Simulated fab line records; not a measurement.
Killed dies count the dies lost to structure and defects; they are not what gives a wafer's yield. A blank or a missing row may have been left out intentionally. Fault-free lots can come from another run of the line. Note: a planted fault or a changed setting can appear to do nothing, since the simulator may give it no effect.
A struck lot beside a sound one | flow n5 finfet | 15 steps out of a route of 1938
Sound: wafers L750.2, L750.4, L750.5. Struck: wafer L759.1 (left out: L759.3, a lot-mate that was not struck); the cause follows at the end.
Per side, at each step with rows, come the tool, then ch with its chambers, and then its first start. Under that, the readings that differ: sound wafers | struck wafers | difference of the means | sigmas: that difference in standard deviations of wafers without a fault.
alike: words and numbers the same on both sides, and readings whose means are apart by under 2 such deviations; not compared: readings that were withheld, readings missing a value for some wafer, numbers with overlapping values and no deviation given by the record, and bounds like >300 which may hide the same value.
The two part at a step that has a row with sigmas, a row that says differs or no value, or rows on one side only. Non-overlapping numbers with no deviation appear without sigmas and do not part them. A reading missing from all wafers of one side parts the sides only when that side holds two or more wafers.

first, 1 step without rows for these wafers: N5_BEOL_M7_CURE_75 (cures SiCOH lowk, time 120 s).
N5_BEOL_M7_DEGAS_44: time 60 s.
  sound: pvd sputter-03 at day 12 13:45; struck: pvd sputter-02 at day 14 20:16
  alike: heater power w
then, 1 step without rows for these wafers: N5_BEOL_M7_PRE_CLEAN_45 (time 30 s).
N5_BEOL_M7_ALD_77: deposits TaN, target thk 2 nm, pulse time 2 s, purge time 3 s.
  sound on ald metal-03 ch 1,3, day 12 13:51; struck on ald metal-04 ch 1, day 14 20:23
  alike: heater power w
then, 2 steps without rows for these wafers: N5_BEOL_M7_SURFACE_TREAT_79; N5_BEOL_M7_CVD_78 (deposits Co from CCTBA/H2, target thk 2 nm, time 142.3 s).
N5_BEOL_M7_SPUTTER_48: material Cu, target thk 10 nm, time 1.667 s.
  sound: pvd sputter-03 at day 12 15:58; struck: pvd sputter-02 at day 14 20:56
  reading                | sound          | struck | difference | sigmas
  throttle valve pct (%) | 31.8 30.9 30.8 | 28.1   | -3.1       | -3
  alike: chamber pressure pa
then, 1 step without rows for these wafers: N5_BEOL_M7_ECD_50 (material Cu, target thk 300 nm).
N5_BEOL_M7_ANNEAL_51: time 90 s.
  sound on rtp anneal-02 ch 0, day 12 16:18; struck on rtp anneal-02 ch 0, day 14 21:20
  alike: wafer_temp_C_max
N5_BEOL_M7_CMP_52: polishes, stops on SiCOH lowk, t overpolish 6.9 s, target thk 80 nm.
  sound on cmp-03 ch 2,3, day 12 16:38; struck on cmp-01 ch 2, day 14 21:38
  reading                      | sound             | struck | difference | sigmas
  barrier field endpoint s (s) | 29.9 28.5 28.9    | 27.1   | -2.0       | -3
  overpolish run s (s)         | 6.902 6.895 6.887 | 6.915  | +0.020     | +2
  alike: motor current A, time to endpoint s
N5_BEOL_M7_THK_MEAS_53: measures by xrf.
  sound: film metro-01 at day 12 16:55; struck: film metro-02 at day 14 21:56
  alike: M7_THK
then, 1 step without rows for these wafers: N5_BEOL_M7_PRE_CLEAN_55 (time 15 s).
N5_BEOL_M7_DEP_56: deposits SiCN from 3MS/NH3, target thk 10 nm, time 17.5 s.
  sound on pecvd-04 ch 0,1, day 12 16:59; struck on pecvd-04 ch 1, day 14 22:02
  reading                                  | sound        | struck | difference | sigmas
  model.SiCN_of_BEOL_M7_DEP_56.thk nm (nm) | 10 10.2 10.2 | 11.8   | +1.7       |
  alike: showerhead plenum p Torr, throttle valve pct
N5_BEOL_M7_RS_MEAS_57: the measuring method here is four-point-probe.
  sound: film metro-02 at day 12 17:03; struck: film metro-02 at day 14 22:11
  alike: M7_RS
then, 1 step without rows for these wafers: N5_PASSIVATION_PROBE_49.

== WHERE THEY PART ==
At N5_BEOL_M7_SPUTTER_48 first; at N5_BEOL_M7_CMP_52 last (within this record only). Later steps at which nothing parts them and some readings are alike: N5_BEOL_M7_THK_MEAS_53, N5_BEOL_M7_DEP_56, N5_BEOL_M7_RS_MEAS_57.

WHY: the cause the simulator had injected
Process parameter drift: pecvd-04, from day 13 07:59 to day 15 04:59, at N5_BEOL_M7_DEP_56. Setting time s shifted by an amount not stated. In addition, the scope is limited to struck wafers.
